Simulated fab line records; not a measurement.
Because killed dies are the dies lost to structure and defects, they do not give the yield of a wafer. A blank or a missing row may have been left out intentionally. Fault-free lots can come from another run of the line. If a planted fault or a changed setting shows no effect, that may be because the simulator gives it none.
Which of the tools did it?	flow nandHarc	Sampling: 24 lots, 72 wafers, 3 of 1159 route steps

WHAT THE GAUGES READ, wafer by wafer
NHARC_P_M2_INSPECT_27. Usual: 298 for rawDefectCount, sd 100.
lot	measured	on	rawDefectCount	flag
L075	day 6 10:34	defectInspect-02	412 231 232	
L074	day 6 11:08	defectInspect-02	369 265 341	
L077	day 6 23:41	defectInspect-02	166 232 288	
L078	day 7 04:36	defectInspect-02	401 342 259	
L076	day 7 08:19	defectInspect-02	399 218 290	
L080	day 7 11:16	defectInspect-02	215 188 205	
L079	day 7 12:07	defectInspect-01	143 174 301	
L081	day 8 05:05	defectInspect-01	292 335 293	
L082	day 8 05:59	defectInspect-02	464 242 441	
L083	day 8 06:32	defectInspect-02	300 311 207	
L085	day 8 20:21	defectInspect-01	329 185 194	
L084	day 8 20:55	defectInspect-01	268 321 609	
L087	day 9 13:59	defectInspect-02	341 121 272	
L086	day 9 14:55	defectInspect-02	216 182 234	
L088	day 10 09:02	defectInspect-02	655 447 325	
L089	day 10 09:36	defectInspect-02	343 456 455	
L090	day 10 10:05	defectInspect-01	245 221 223	
L091	day 10 16:27	defectInspect-01	353 343 470	
L093	day 10 16:49	defectInspect-02	245 199 215	
L092	day 10 17:10	defectInspect-02	325 285 374	
L094	day 11 07:51	defectInspect-01	274 318 304	
L095	day 11 10:43	defectInspect-02	217 447 437	
L096	day 11 18:25	defectInspect-01	238 303 218	
L097	day 12 03:01	defectInspect-01	223 214 263	

NHARC_P_BONDPAD_CD_MEAS_13. Usual: 500.3 nm for cdNm, sd 2.1.
lot	measured	on	cdNm (nm)	flag
L075	day 6 12:48	cdSem-01	501.1 499.8 495.3	
L074	day 6 13:27	cdSem-02	497.9 497.6 501.0	
L077	day 7 02:01	cdSem-03	498.3 503.0 501.0	
L078	day 7 07:07	cdSem-01	497.1 500.7 501.6	
L076	day 7 10:31	cdSem-03	503.1 505.3 500.8	
L080	day 7 13:39	cdSem-02	500.5 501.8 501.0	
L079	day 7 14:30	cdSem-01	502.7 501.0 498.2	
L081	day 8 07:16	cdSem-01	502.8 503.0 498.9	
L082	day 8 08:10	cdSem-03	500.1 501.4 502.7	
L083	day 8 08:53	cdSem-01	500.8 499.7 500.0	
L085	day 8 22:39	cdSem-02	501.6 500.3 499.0	
L084	day 8 23:13	cdSem-03	497.8 501.4 502.7	
L087	day 9 16:25	cdSem-02	502.2 500.5 498.5	
L086	day 9 17:08	cdSem-02	501.7 499.6 500.2	
L088	day 10 11:20	cdSem-01	501.9 500.9 496.7	
L089	day 10 11:58	cdSem-02	500.7 500.0 499.9	
L090	day 10 12:25	cdSem-03	501.0 502.0 500.5	
L091	day 10 18:40	cdSem-01	501.2 498.6 498.2	
L093	day 10 19:11	cdSem-03	500.7 493.8 499.3	
L092	day 10 19:37	cdSem-02	496.5 496.3 498.1	
L094	day 11 10:11	cdSem-03	501.7 501.2 500.0	
L095	day 11 13:02	cdSem-01	496.7 499.5 499.7	
L096	day 11 21:07	cdSem-01	501.9 499.6 496.7	
L097	day 12 05:13	cdSem-01	499.3 504.4 503.9	

EACH LOT AND THE TOOL THAT RAN IT (in order: tool; ch and the chambers of the sampled wafers; start)
lot	NHARC_P_M2_PRE_CLEAN_30
L075	pvdSputter-01, day 6 10:34 or earlier
L074	pvdSputter-02, day 6 11:08 or earlier
L077	pvdSputter-01, day 6 23:41 or earlier
L078	pvdSputter-01, day 7 04:36 or earlier
L076	pvdSputter-02, day 7 08:19 or earlier
L080	pvdSputter-03, day 7 11:16 or earlier
L079	pvdSputter-02, day 7 12:07 or earlier
L081	pvdSputter-03, day 8 05:05 or earlier
L082	pvdSputter-03, day 8 05:59 or earlier
L083	pvdSputter-03, day 8 06:32 or earlier
L085	pvdSputter-02, day 8 20:21 or earlier
L084	pvdSputter-01, day 8 20:55 or earlier
L087	pvdSputter-02, day 9 13:59 or earlier
L086	pvdSputter-01, day 9 14:55 or earlier
L088	pvdSputter-03, day 10 09:02 or earlier
L089	pvdSputter-01, day 10 09:36 or earlier
L090	pvdSputter-02, day 10 10:05 or earlier
L091	pvdSputter-03, day 10 16:27 or earlier
L093	pvdSputter-01, day 10 16:49 or earlier
L092	pvdSputter-03, day 10 17:10 or earlier
L094	pvdSputter-02, day 11 07:51 or earlier
L095	pvdSputter-03, day 11 10:43 or earlier
L096	pvdSputter-02, day 11 18:25 or earlier
L097	pvdSputter-03, day 12 03:01 or earlier
- NHARC_P_M2_PRE_CLEAN_30: time 30 s.

WHAT THE TOOLS THEMSELVES READ (means of the sampled wafers that have a number; where no wafer has one, the mark that the record gives instead)
NHARC_P_M2_PRE_CLEAN_30. Usual: 405 W for heaterPowerW, sd 37.
lot	tool	heaterPowerW (W)	flag
L075	pvdSputter-01	412	
L074	pvdSputter-02	420	
L077	pvdSputter-01	383	
L078	pvdSputter-01	419	
L076	pvdSputter-02	415	
L080	pvdSputter-03	414	
L079	pvdSputter-02	394	
L081	pvdSputter-03	415	
L082	pvdSputter-03	423	
L083	pvdSputter-03	425	
L085	pvdSputter-02	393	
L084	pvdSputter-01	378	
L087	pvdSputter-02	464	
L086	pvdSputter-01	431	
L088	pvdSputter-03	401	
L089	pvdSputter-01	387	
L090	pvdSputter-02	427	
L091	pvdSputter-03	404	
L093	pvdSputter-01	398	
L092	pvdSputter-03	415	
L094	pvdSputter-02	425	
L095	pvdSputter-03	403	
L096	pvdSputter-02	432	
L097	pvdSputter-03	398	

THE ANSWER, worked out from the rows above alone
Rule: take the mean of a lot's wafers that have a number; if it is more than 3 standard deviations from the usual mean, the lot is off. Also off: a lot with no number at a reading for which 4 or more lots have one. Where the step has rows for the other lots, those lots are counted as sound. After the gauges, taken in route order, come the tools' own readings; for these a lot's mean is taken, as printed above. The first step at which some lot is off is used, and at that step the reading that is off furthest; a lot without a number counts as furthest.
Across all readings shown, no lot is off: no conclusion can be drawn from this.

WHAT THE SIMULATOR PUT IN
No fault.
